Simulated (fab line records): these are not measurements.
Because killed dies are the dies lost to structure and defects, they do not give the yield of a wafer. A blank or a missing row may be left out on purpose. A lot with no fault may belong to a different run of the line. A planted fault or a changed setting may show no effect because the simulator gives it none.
fab line records ; flow n5Finfet ; part 2 of 2: steps 5 to 6 of 6
record lots=24; wafers=72; lastDay=18
route steps=1938 shown BEOL_M7@1296 BEOL_M8@1345
lots with no fault: from the same line, run without faults
startH: start of the lot's first displayed wafer, in hours after the record's first day ; waitH: time in hours since the lot's previous step ; " identical to the entry in the row above ; L1.1+2: a row that stands for several wafers ; - no value, or no start was given ; * or withheld: withheld ; < > ~ a bound
route shown NAME@n: names a module that has steps shown in the file, with the first one's number in the route ; usual: mean and standard deviation over wafers with no fault ; same: alike in all rows ; chamber/n: place in a boat ; sites: each site's reading ; _std_site: standard deviation across them ; _edge_site: inner sites' mean taken away from outer sites' mean ; radiusMm: for every site, how far away it sits from the centre of the wafer ; mask NAME#n: copy n ; behind: the tool/chamber that last shaped the wafer ; hold: why the lot was held/for how many hours/how that ended ; device: whichever transistor did not switch (one of n, p or np) ; end of line: the tests these same wafers got at the end of their route ; where a step has no rows: the recipe by itself ; killed: dies lost to structure and defects at the first sort, not the wafer's yield ; map: a wafer's dies, marking killed ones x, the rest . and places with no die _
set.NAME: the setting that was run; set.NAME@STEP: the one run at that earlier step ; model.NAME: the simulator's own value behind a step, which no gauge read
steps of the route over a sample of lots; a table a step, a row a wafer
services: the hour from which a tool's chamber was out of use, counted from the record's first day as startH (under 0 if before that day), plus the number of hours and why
## steps
# step N5_BEOL_M8_ETCH_61
# recipe chemistry=CF4; target=SiARC; targetDepthA=455; maskMaterial=CAR-ArF; timeS=75.8; ionEnergyEv=80; pressureMtorr=40; sourceW=545; biasW=36; Ar_flow_sccm=100; cf4FlowSccm=100; ends=cleared
# usual drypumpMotorCurrentA=5.6/0.45; etchRfOnTimeS=75.4/1.6; oesProductAu=0.66/0.069; rfVppV=184.3/1.1; showerheadPlenumPTorr=2.15/0.058; throttleValvePct=15.57/0.21
lot.wafer;tool;chamber;startH;waitH;drypumpMotorCurrentA;etchRfOnTimeS;oesProductAu;rfHoursCounterH;rfVppV;showerheadPlenumPTorr;throttleValvePct
L074.2;rieDiel-01;2;196.52;0.0;4.8;74.9;0.61;183;182.5;2.05;15.73
L074.3;rieDiel-01;0;196.52;0.0;5.8;75.7;0.64;166;184.3;2.13;15.50
L074.4;rieDiel-01;1;196.52;0.0;5.0;73.1;0.61;-;184.8;2.20;15.67
L075.2;rieDiel-01;2;200.81;0.0;4.8;76.2;0.61;185;184.7;2.05;15.73
L075.4;rieDiel-01;1;200.81;0.0;5.0;73.5;0.60;-;184.7;2.20;15.66
L075.5;rieDiel-01;2;200.81;0.0;4.8;76.3;0.60;-;183.1;2.05;15.72
L076.1;rieDiel-04;1;206.24;0.0;6.0;75.3;0.71;49;185.4;2.17;15.66
L076.3;rieDiel-04;2;206.24;0.0;6.1;76.7;0.58;249;185.2;2.11;15.61
L076.4;rieDiel-04;3;206.24;0.0;5.9;75.7;0.61;217;183.9;2.20;15.63
L078.1;rieDiel-04;3;211.53;0.0;5.9;75.3;0.60;220;184.0;2.20;15.65
L078.3;rieDiel-04;1;211.53;0.0;6.0;75.2;0.71;51;184.8;2.17;15.66
L078.6;rieDiel-04;1;211.53;0.0;6.0;75.0;0.72;-;185.0;2.17;15.67
L077.1;rieDiel-01;0;212.12;0.0;5.8;76.1;0.63;173;184.9;2.13;15.51
L077.4;rieDiel-01;3;212.12;0.0;6.1;72.8;0.72;49;185.2;2.27;15.48
L077.6;rieDiel-01;2;212.12;0.0;4.8;74.8;0.61;-;183.6;2.05;15.74
L079.1;rieDiel-01;2;217.93;0.0;4.8;75.6;0.61;193;183.1;2.05;15.74
L079.3;rieDiel-01;1;217.93;0.0;5.1;74.0;0.60;254;185.7;2.19;15.68
L079.5;rieDiel-01;1;217.93;0.0;5.1;73.7;0.60;-;185.0;2.19;15.68
L080.1;rieDiel-04;0;229.07;0.0;6.1;76.3;0.62;191;183.3;2.12;15.89
L080.2;rieDiel-04;3;229.07;0.0;5.9;75.4;0.60;228;186.4;2.19;15.67
L080.4;rieDiel-04;3;229.07;0.0;5.9;75.5;0.60;-;184.7;2.19;15.67
L081.1;rieDiel-01;2;239.27;0.0;4.8;75.6;0.60;203;183.8;2.04;15.77
L081.2;rieDiel-01;3;239.27;0.0;6.2;73.9;0.72;55;186.3;2.27;15.49
L081.3;rieDiel-01;0;239.27;0.0;5.8;76.7;0.62;186;184.4;2.13;15.53
L082.1;rieDiel-01;3;252.36;0.0;6.2;73.7;0.70;62;185.4;2.27;15.50
L082.2;rieDiel-01;2;252.36;0.0;4.8;76.0;0.60;210;181.8;2.04;15.78
L082.6;rieDiel-01;0;252.36;0.0;5.8;76.9;0.62;-;185.2;2.12;15.57
L083.1;rieDiel-03;1;265.41;0.0;5.4;77.5;0.63;167;182.8;2.13;15.44
L083.2;rieDiel-03;3;265.41;0.0;5.9;73.3;0.79;18;185.9;2.20;15.33
L083.4;rieDiel-03;0;265.41;0.0;5.3;75.5;0.66;132;186.1;2.23;15.38
L085.2;rieDiel-04;3;272.54;0.0;5.9;76.4;0.59;242;185.3;2.19;15.70
L085.3;rieDiel-04;0;272.54;0.0;6.1;78.1;0.61;204;182.4;2.12;15.92
L085.6;rieDiel-04;1;272.54;0.0;6.0;76.7;0.69;-;184.1;2.16;15.69
L084.1;rieDiel-04;3;272.80;0.0;5.9;75.8;0.60;242;185.8;2.19;15.71
L084.3;rieDiel-04;2;272.80;0.0;6.1;74.7;0.79;13;182.3;2.10;15.13
L084.6;rieDiel-04;1;272.80;0.0;6.0;75.7;0.69;-;185.8;2.16;15.69
L086.2;rieDiel-03;0;276.52;0.0;5.3;76.1;0.66;135;186.6;2.23;15.39
L086.3;rieDiel-03;1;276.52;0.0;5.4;78.6;0.62;171;183.3;2.13;15.45
L086.4;rieDiel-03;2;276.52;0.0;5.1;74.7;0.65;200;183.5;2.13;15.56
L088.1;rieDiel-03;3;279.31;0.0;5.9;72.9;0.77;23;184.1;2.20;15.32
L088.2;rieDiel-03;1;279.31;0.0;5.4;77.6;0.62;172;184.2;2.13;15.46
L088.5;rieDiel-03;0;279.31;0.0;5.3;76.1;0.66;-;185.9;2.22;15.43
L087.2;rieDiel-01;2;283.69;0.0;4.8;76.1;0.59;223;181.5;2.04;15.78
L087.4;rieDiel-01;0;283.69;0.0;5.8;76.2;0.60;205;183.3;2.12;15.57
L087.6;rieDiel-01;2;283.69;0.0;4.8;76.1;0.59;-;182.8;2.04;15.82
L089.1;rieDiel-01;1;283.95;0.0;5.1;73.1;0.87;1;185.3;2.19;15.15
L089.5;rieDiel-01;2;283.95;0.0;4.8;75.6;0.59;-;184.2;2.04;15.80
L089.6;rieDiel-01;1;283.95;0.0;5.1;71.7;0.88;-;184.8;2.19;15.17
L090.1;rieDiel-04;3;288.52;0.0;5.9;76.0;0.59;248;184.4;2.19;15.69
L090.3;rieDiel-04;2;288.52;0.0;6.1;75.1;0.78;19;185.2;2.10;15.14
L090.5;rieDiel-04;3;288.52;0.0;5.9;76.0;0.59;-;186.0;2.19;15.71
L091.2;rieDiel-03;0;310.51;0.0;5.3;75.6;0.65;144;185.4;2.22;15.43
L091.3;rieDiel-03;2;310.51;0.0;5.2;74.5;0.63;213;184.4;2.12;15.60
L091.4;rieDiel-03;3;310.51;0.0;5.9;72.9;0.76;32;185.3;2.19;15.34
L094.2;rieDiel-03;0;313.96;0.0;5.3;76.7;0.65;146;184.2;2.22;15.43
L094.5;rieDiel-03;0;313.96;0.0;5.4;76.9;0.65;-;186.7;2.22;15.43
L094.6;rieDiel-03;3;313.96;0.0;5.9;73.7;0.75;-;184.8;2.19;15.31
L092.1;rieDiel-03;3;314.69;0.0;5.9;73.4;0.75;34;184.7;2.19;15.33
L092.2;rieDiel-03;1;314.69;0.0;5.4;77.5;0.62;186;184.7;2.13;15.47
L092.5;rieDiel-03;1;314.69;0.0;5.4;78.2;0.62;-;183.2;2.13;15.47
L093.2;rieDiel-04;1;319.35;0.0;6.0;75.4;0.67;91;183.7;2.16;15.72
L093.4;rieDiel-04;0;319.35;0.0;6.0;77.4;0.60;224;183.8;2.11;15.97
L093.6;rieDiel-04;0;319.35;0.0;6.1;77.7;0.60;-;183.2;2.11;15.95
L096.1;rieDiel-03;1;335.80;0.0;5.4;77.1;0.61;197;183.1;2.12;15.49
L096.2;rieDiel-03;0;335.80;0.0;5.3;75.4;0.65;157;184.3;2.22;15.44
L096.3;rieDiel-03;3;335.80;0.0;5.9;72.8;0.74;44;184.4;2.19;15.35
L095.1;rieDiel-04;3;336.24;0.0;5.9;71.9;0.86;8;184.2;2.18;15.24
L095.3;rieDiel-04;0;336.24;0.0;6.1;77.1;0.60;234;182.7;2.11;15.98
L095.4;rieDiel-04;2;336.24;0.0;6.1;73.8;0.74;43;183.6;2.09;15.18
L097.1;rieDiel-03;1;338.48;0.0;5.4;78.8;0.60;199;183.9;2.12;15.51
L097.4;rieDiel-03;3;338.48;0.0;5.9;74.0;0.74;45;184.8;2.19;15.37
L097.5;rieDiel-03;1;338.48;0.0;5.4;78.6;0.60;-;183.3;2.12;15.50
# step N5_BEOL_M8_STRIP_36
# recipe chemistry=N2/H2; powerW=450; tempC=40; pressureMtorr=20; rfFrequencyHz=6e+07; overashFraction=0.3; biasPowerW=7; h2Frac=0.5; n2FlowSccm=200; h2FlowSccm=200
# usual drypumpMotorCurrentA=5.6/0.42; oesProductAu=0.76/0.063; rfVppV=59.2/1.5; showerheadPlenumPTorr=2.55/0.07; throttleValvePct=23.44/0.26
lot.wafer;tool;chamber;startH;waitH;drypumpMotorCurrentA;oesProductAu;rfHoursCounterH;rfVppV;showerheadPlenumPTorr;throttleValvePct
L074.2;rieDiel-03;2;197.75;0.0;5.2;0.75;175;56.7;2.51;23.25
L074.3;rieDiel-03;1;197.75;0.0;5.4;0.75;147;56.3;2.55;23.45
L074.4;rieDiel-03;2;197.75;0.0;5.2;0.76;-;57.1;2.51;23.29
L075.2;rieDiel-04;1;202.03;0.0;6.0;0.84;48;58.5;2.59;23.70
L075.4;rieDiel-04;0;202.03;0.0;6.1;0.74;178;59.0;2.52;23.86
L075.5;rieDiel-04;0;202.03;0.0;6.1;0.74;-;61.2;2.52;23.90
L076.1;rieDiel-03;1;207.68;0.0;5.4;0.75;150;58.1;2.55;23.43
L076.3;rieDiel-03;0;207.68;0.0;5.3;0.79;114;59.8;2.65;23.08
L076.4;rieDiel-03;0;207.68;0.0;5.3;0.81;-;57.8;2.65;23.12
L078.1;rieDiel-04;1;212.88;0.0;6.0;0.84;52;59.8;2.59;23.69
L078.3;rieDiel-04;3;212.88;0.0;5.9;0.70;220;59.3;2.60;23.46
L078.6;rieDiel-04;3;212.88;0.0;5.9;0.71;-;61.9;2.60;23.42
L077.1;rieDiel-01;1;213.56;0.0;5.1;0.67;252;57.3;2.61;23.67
L077.4;rieDiel-01;3;213.56;0.0;6.2;0.82;50;61.4;2.68;23.18
L077.6;rieDiel-01;3;213.56;0.0;6.1;0.84;-;57.0;2.68;23.20
L079.1;rieDiel-01;0;221.50;0.0;5.8;0.75;177;58.9;2.52;23.50
L079.3;rieDiel-01;2;221.50;0.0;4.8;0.72;194;61.1;2.42;23.93
L079.5;rieDiel-01;0;221.50;0.0;5.8;0.76;-;58.7;2.52;23.50
L080.1;rieDiel-01;2;231.24;0.0;4.8;0.72;199;60.2;2.42;23.93
L080.2;rieDiel-01;0;231.24;0.0;5.8;0.76;182;58.2;2.52;23.51
L080.4;rieDiel-01;2;231.24;0.0;4.8;0.71;-;55.9;2.42;23.91
L081.1;rieDiel-01;3;243.37;0.0;6.1;0.83;57;60.4;2.67;23.16
L081.2;rieDiel-01;2;243.37;0.0;4.8;0.70;205;59.7;2.42;23.93
L081.3;rieDiel-01;0;243.37;0.0;5.9;0.74;188;60.0;2.52;23.47
L082.1;rieDiel-03;2;256.72;0.0;5.2;0.75;193;59.3;2.51;23.31
L082.2;rieDiel-03;3;256.72;0.0;5.9;0.91;15;61.5;2.60;23.40
L082.6;rieDiel-03;1;256.72;0.0;5.4;0.74;-;57.9;2.54;23.46
L083.1;rieDiel-04;1;267.43;0.0;6.0;0.80;72;57.3;2.58;23.74
L083.2;rieDiel-04;0;267.43;0.0;6.1;0.70;202;59.7;2.51;23.90
L083.4;rieDiel-04;2;267.43;0.0;6.1;0.93;11;59.5;2.49;22.97
L084.1;rieDiel-03;2;275.34;0.0;5.2;0.73;200;58.7;2.50;23.30
L084.3;rieDiel-03;1;275.34;0.0;5.4;0.73;171;58.4;2.54;23.46
L084.6;rieDiel-03;1;275.34;0.0;5.4;0.73;-;64.0;2.54;23.45
L085.2;rieDiel-03;2;275.74;0.0;5.2;0.75;200;58.9;2.50;23.31
L085.3;rieDiel-03;0;275.74;0.0;5.3;0.77;135;60.0;2.64;23.10
L085.6;rieDiel-03;2;275.74;0.0;5.2;0.73;-;60.4;2.50;23.32
L086.2;rieDiel-01;2;278.39;0.0;4.8;0.69;221;59.1;2.42;23.96
L086.3;rieDiel-01;0;278.39;0.0;5.9;0.74;204;56.7;2.51;23.51
L086.4;rieDiel-01;0;278.39;0.0;5.8;0.74;-;58.3;2.51;23.52
L088.1;rieDiel-01;2;280.59;0.0;4.8;0.69;222;58.1;2.41;23.94
L088.2;rieDiel-01;3;280.59;0.0;6.2;0.79;74;59.4;2.67;23.18
L088.5;rieDiel-01;2;280.59;0.0;4.8;0.69;-;60.2;2.41;23.94
L087.2;rieDiel-01;1;287.48;0.0;5.1;0.99;2;57.4;2.61;23.32
L087.4;rieDiel-01;3;287.48;0.0;6.2;0.82;76;61.7;2.67;23.21
L087.6;rieDiel-01;3;287.48;0.0;6.2;0.80;-;59.9;2.67;23.17
L089.1;rieDiel-03;2;287.65;0.0;5.2;0.74;203;60.5;2.50;23.33
L089.5;rieDiel-03;2;287.65;0.0;5.2;0.74;-;58.6;2.50;23.30
L089.6;rieDiel-03;1;287.65;0.0;5.4;0.73;-;59.1;2.54;23.45
L090.1;rieDiel-04;0;290.24;0.0;6.1;0.71;212;57.0;2.51;23.91
L090.3;rieDiel-04;3;290.24;0.0;5.9;0.69;249;57.6;2.59;23.46
L090.5;rieDiel-04;2;290.24;0.0;6.1;0.90;-;59.7;2.49;22.99
L091.2;rieDiel-03;0;313.76;0.0;5.3;0.76;146;57.8;2.64;23.13
L091.3;rieDiel-03;1;313.76;0.0;5.4;0.72;185;61.0;2.53;23.49
L091.4;rieDiel-03;2;313.76;0.0;5.2;0.74;215;59.9;2.50;23.30
L094.2;rieDiel-03;2;317.20;0.0;5.2;0.73;217;58.2;2.50;23.34
L094.5;rieDiel-03;2;317.20;0.0;5.2;0.73;-;58.4;2.50;23.32
L094.6;rieDiel-03;3;317.20;0.0;6.0;0.87;-;60.5;2.59;23.42
L092.1;rieDiel-03;1;317.97;0.0;5.4;0.73;187;63.0;2.53;23.48
L092.2;rieDiel-03;3;317.97;0.0;5.9;0.89;35;59.4;2.59;23.44
L092.5;rieDiel-03;1;317.97;0.0;5.4;0.73;-;56.3;2.53;23.49
L093.2;rieDiel-04;2;323.43;0.0;6.1;0.88;35;59.5;2.48;22.98
L093.4;rieDiel-04;2;323.43;0.0;6.0;0.88;-;56.8;2.48;23.00
L093.6;rieDiel-04;0;323.43;0.0;6.0;0.69;-;58.0;2.50;23.91
L096.1;rieDiel-03;2;337.53;0.0;5.2;0.71;227;58.0;2.49;23.33
L096.2;rieDiel-03;1;337.53;0.0;5.4;0.71;198;59.8;2.53;23.51
L096.3;rieDiel-03;3;337.53;0.0;5.9;0.86;45;60.1;2.59;23.44
L095.1;rieDiel-03;3;339.14;0.0;5.9;0.87;46;56.2;2.59;23.45
L095.3;rieDiel-03;1;339.14;0.0;5.4;0.71;199;59.9;2.53;23.51
L095.4;rieDiel-03;0;339.14;0.0;5.3;0.76;159;58.3;2.63;23.14
L097.1;rieDiel-03;1;340.46;0.0;5.4;0.71;199;58.0;2.53;23.50
L097.4;rieDiel-03;2;340.46;0.0;5.2;0.72;229;59.2;2.49;23.35
L097.5;rieDiel-03;0;340.46;0.0;5.3;0.75;-;57.7;2.63;23.15
## services
tool;chamber;startH;hours;kind
rieDiel-03;3;180.27;-;clean
rieDiel-03;3;180.27;-;consumableReplace:focusRing
rieDiel-03;3;180.27;28.1;scheduledDown
rieDiel-03;3;180.27;28.1;ventCycle
rieDiel-01;3;191.98;14.3;repair
rieDiel-02;2;209.65;5.9;repair
rieDiel-03;-;211.67;1.7;repair
rieDiel-06;-;213.63;0.3;repair
rieDiel-01;1;257.44;-;clean
rieDiel-01;1;257.44;-;consumableReplace:focusRing
rieDiel-01;1;257.44;24.3;scheduledDown
rieDiel-04;1;287.30;4.7;repair
rieDiel-06;2;290.72;8.7;repair
rieDiel-03;3;291.56;6.8;repair
rieDiel-03;-;293.56;1.1;repair
rieDiel-03;0;296.71;5.3;repair
rieDiel-05;0;302.92;10.6;repair
rieDiel-01;-;306.91;75.6;repair
rieDiel-04;-;308.37;4.3;pm
rieDiel-06;1;313.56;3.6;repair
rieDiel-04;3;321.46;9.9;repair
rieDiel-06;-;324.61;2.8;pm
rieDiel-02;2;330.09;1.6;repair
rieDiel-06;0;339.69;7.4;repair
